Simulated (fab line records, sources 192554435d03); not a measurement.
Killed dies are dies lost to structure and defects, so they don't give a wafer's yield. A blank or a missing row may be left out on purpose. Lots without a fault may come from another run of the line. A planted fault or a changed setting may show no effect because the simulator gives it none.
Which tool did it? | flow n5_finfet | 10 lots, 30 wafers sampled, at 5 steps of a route of 1938

WHAT THE GAUGES READ, wafer by wafer
The record holds no reading of a measuring or inspecting step that can be judged against a usual standard deviation.

WHICH TOOL RAN EACH LOT (tool, then ch and the chambers of the sampled wafers, then the start)
lot  | N5_BEOL_M10_DESCUM_33              | N5_BEOL_M10_ETCH_65                | N5_BEOL_M10_TRENCH_ETCH_37                    | N5_BEOL_M10_ALD_74                  | N5_PASSIVATION_PROBE_49
L461 | rie_diel-02 ch 1,2,3, day 10 03:08 | rie_diel-02 ch 1,2,3, day 10 03:10 | rie_diel-02 ch 1,2,3, day 10 05:17 or earlier | ald_metal-02 ch 0,2, day 10 05:17   | -
L464 | rie_diel-04 ch 0,2, day 10 12:34   | rie_diel-04 ch 0,2, day 10 12:36   | rie_diel-04 ch 0,2, day 10 14:49 or earlier   | ald_metal-01 ch 0,1,3, day 10 14:49 | -
L465 | rie_diel-04 ch 0,1,3, day 11 00:18 | rie_diel-04 ch 0,1,3, day 11 00:20 | rie_diel-04 ch 0,1,3, day 11 01:28 or earlier | ald_metal-02 ch 0,2,3, day 11 01:28 | -
L466 | rie_diel-05 ch 0,1,3, day 11 06:52 | rie_diel-05 ch 0,1,3, day 11 06:55 | rie_diel-05 ch 0,1,3, day 11 08:50 or earlier | ald_metal-02 ch 1,2, day 11 08:50   | -
L467 | rie_diel-04 ch 0,2, day 11 07:55   | rie_diel-04 ch 0,2, day 11 07:57   | rie_diel-04 ch 0,2, day 11 09:07 or earlier   | ald_metal-02 ch 2,3, day 11 09:07   | -
L468 | rie_diel-02 ch 0,2, day 11 08:36   | rie_diel-02 ch 0,2, day 11 08:38   | rie_diel-02 ch 0,2, day 11 11:39 or earlier   | ald_metal-01 ch 0,2,3, day 11 11:39 | -
L469 | rie_diel-04 ch 0,1, day 11 21:32   | rie_diel-04 ch 0,1, day 11 21:35   | rie_diel-04 ch 0,1, day 11 22:51 or earlier   | ald_metal-02 ch 2,3, day 11 22:51   | -
L478 | rie_diel-02 ch 0,2, day 14 06:27   | rie_diel-02 ch 0,2, day 14 06:29   | rie_diel-02 ch 0,2, day 14 07:59 or earlier   | ald_metal-01 ch 0,1,3, day 14 07:59 | prober-01, day 16 14:35
L480 | rie_diel-02 ch 0,1,3, day 15 01:31 | rie_diel-02 ch 0,1,3, day 15 01:32 | rie_diel-02 ch 0,1,3, day 15 02:50 or earlier | ald_metal-03 ch 0,1,3, day 15 02:50 | prober-02, day 17 04:58
L483 | rie_diel-02 ch 0,1,3, day 15 08:35 | rie_diel-02 ch 0,1,3, day 15 08:37 | rie_diel-02 ch 0,1,3, day 15 09:48 or earlier | ald_metal-01 ch 0,2,3, day 15 09:48 | -
- N5_BEOL_M10_DESCUM_33: chemistry O2, time 7.9 s.
- N5_BEOL_M10_ETCH_65: etches SiARC in CF4, target depth 39 nm, time 65 s.
- N5_BEOL_M10_TRENCH_ETCH_37: etches SiCOH lowk in C4F6/O2, target depth 148.83 nm, time 48 s.
- N5_BEOL_M10_ALD_74: deposits TaN, target thk 2 nm, pulse time 2 s, purge time 3 s.
- N5_PASSIVATION_PROBE_49

WHAT THE TOOLS THEMSELVES READ (means of the sampled wafers that have a number; where no wafer has one, the mark that the record gives instead)
N5_BEOL_M10_DESCUM_33.
lot  | tool        | drypump_motor_current_A (A) | oes_product_au (a.u.) | rf_vpp_V (V) | showerhead_plenum_p_Torr (Torr) | throttle_valve_pct (%)
L461 | rie_diel-02 | 5.4                         | 0.82                  | 243.3        | 2.14                            | 20.34
L464 | rie_diel-04 | 5.5                         | 0.75                  | 242.0        | 2.00                            | 20.47
L465 | rie_diel-04 | 5.6                         | 0.69                  | 242.4        | 2.03                            | 20.46
L466 | rie_diel-05 | 5.4                         | 0.79                  | 243.2        | 2.09                            | 20.22
L467 | rie_diel-04 | 5.5                         | 0.74                  | 241.9        | 1.99                            | 20.48
L468 | rie_diel-02 | 5.8                         | 0.69                  | 242.1        | 2.03                            | 20.47
L469 | rie_diel-04 | 5.7                         | 0.69                  | 243.4        | 2.02                            | 20.55
L478 | rie_diel-02 | 5.8                         | 0.68                  | 242.0        | 2.08                            | 20.52
L480 | rie_diel-02 | 5.3                         | 0.77                  | 242.5        | 2.07                            | 20.39
L483 | rie_diel-02 | 5.4                         | 0.76                  | 242.8        | 2.06                            | 20.40

N5_BEOL_M10_ETCH_65.
lot  | tool        | drypump_motor_current_A (A) | etch_rf_on_time_s (s) | oes_product_au (a.u.) | rf_vpp_V (V) | showerhead_plenum_p_Torr (Torr) | throttle_valve_pct (%)
L461 | rie_diel-02 | 5.4                         | 64.9                  | 0.69                  | 184.3        | 2.20                            | 15.58
L464 | rie_diel-04 | 5.5                         | 64.8                  | 0.64                  | 182.4        | 2.06                            | 15.72
L465 | rie_diel-04 | 5.6                         | 66.4                  | 0.58                  | 183.3        | 2.09                            | 15.81
L466 | rie_diel-05 | 5.4                         | 66.8                  | 0.66                  | 184.7        | 2.16                            | 15.52
L467 | rie_diel-04 | 5.5                         | 65.6                  | 0.63                  | 182.9        | 2.06                            | 15.75
L468 | rie_diel-02 | 5.8                         | 65.3                  | 0.59                  | 183.6        | 2.09                            | 15.76
L469 | rie_diel-04 | 5.7                         | 65.7                  | 0.58                  | 184.4        | 2.09                            | 15.88
L478 | rie_diel-02 | 5.8                         | 65.2                  | 0.58                  | 184.0        | 2.14                            | 15.87
L480 | rie_diel-02 | 5.4                         | 66.0                  | 0.65                  | 183.5        | 2.12                            | 15.62
L483 | rie_diel-02 | 5.4                         | 66.3                  | 0.64                  | 183.2        | 2.12                            | 15.63

N5_BEOL_M10_TRENCH_ETCH_37.
lot  | tool        | C4F6_flow_sccm (sccm) | drypump_motor_current_A (A) | oes_f_703_au (a.u.) | oes_product_au (a.u.) | rf_vpp_V (V) | showerhead_plenum_p_Torr (Torr) | throttle_valve_pct (%)
L461 | rie_diel-02 | 10.014                | 5.4                         | 0.81                | 0.80                  | 655          | 2.91                            | 20.88
L464 | rie_diel-04 | 10.010                | 5.5                         | 0.75                | 0.75                  | 663          | 2.73                            | 21.02
L465 | rie_diel-04 | 9.981                 | 5.6                         | 0.67                | 0.69                  | 666          | 2.78                            | 21.07
L466 | rie_diel-05 | 10.001                | 5.4                         | 0.76                | 0.78                  | 670          | 2.86                            | 20.81
L467 | rie_diel-04 | 9.977                 | 5.5                         | 0.73                | 0.74                  | 663          | 2.73                            | 21.03
L468 | rie_diel-02 | 10.002                | 5.7                         | 0.70                | 0.69                  | 666          | 2.78                            | 21.06
L469 | rie_diel-04 | 10.014                | 5.7                         | 0.68                | 0.68                  | 658          | 2.78                            | 21.17
L478 | rie_diel-02 | 9.986                 | 5.8                         | 0.69                | 0.68                  | 656          | 2.85                            | 21.13
L480 | rie_diel-02 | 9.995                 | 5.3                         | 0.75                | 0.76                  | 663          | 2.82                            | 20.91
L483 | rie_diel-02 | 9.998                 | 5.4                         | 0.75                | 0.76                  | 663          | 2.81                            | 20.93

N5_BEOL_M10_ALD_74.
lot  | tool         | heater_power_w (W) | precursor_vessel_pressure_torr (Torr)
L461 | ald_metal-02 | 381                | 26.22
L464 | ald_metal-01 | 422                | 26.24
L465 | ald_metal-02 | 397                | 26.27
L466 | ald_metal-02 | 394                | 26.27
L467 | ald_metal-02 | 416                | 26.22
L468 | ald_metal-01 | 404                | 26.22
L469 | ald_metal-02 | 412                | 26.23
L478 | ald_metal-01 | 422                | 26.20
L480 | ald_metal-03 | 418                | 26.24
L483 | ald_metal-01 | 409                | 26.24

N5_PASSIVATION_PROBE_49.
lot  | tool      | defect_limited_yield (%) | killed_at_M0_to_M3 | killed_at_M4_up | killed_at_contacts | killed_at_front_end | killed_at_other | killed_dies | killed_open | killed_short | sort_bin_5_function (%) | sort_bin_6_memory (%) | sort_n_pass | sort_yield_pct (%)
L478 | prober-01 | 93.4                     | 18                 | 10              | 15                 | 33                  | 2               | 78          | 49          | 26           | 3.7                     | 2.6                   | 1102        | 93.4
L480 | prober-02 | 89.9                     | 51                 | 12              | 15                 | 37                  | 5               | 120         | 78          | 42           | 6.2                     | 3.6                   | 1060        | 89.9

THE ANSWER, worked out from the rows above alone
Rule: what is usual is taken from the lots themselves. Put in order of their means at a reading, lots are off if they are a third of the lots or fewer, leave a main group of 4 or more, and stand apart from it by a gap of 3 or more times the standard deviation of the main group's means; of several such gaps the widest counts. A main group whose means are all the same, to the digits that the tables above print for the reading, isn't used. A lot without any number at a reading at which 4 lots or more have one is off too. The other lots that the step has rows for count as sound. The gauges are gone through in route order, then the tools' own readings, and for those a lot's mean is taken as printed above. The first step at which some lot is off is used, and at that step the reading that is off furthest; a lot without a number counts as furthest.
No lot is off at any reading shown: from this, nothing can be told.

WHAT THE SIMULATOR HAD PUT IN
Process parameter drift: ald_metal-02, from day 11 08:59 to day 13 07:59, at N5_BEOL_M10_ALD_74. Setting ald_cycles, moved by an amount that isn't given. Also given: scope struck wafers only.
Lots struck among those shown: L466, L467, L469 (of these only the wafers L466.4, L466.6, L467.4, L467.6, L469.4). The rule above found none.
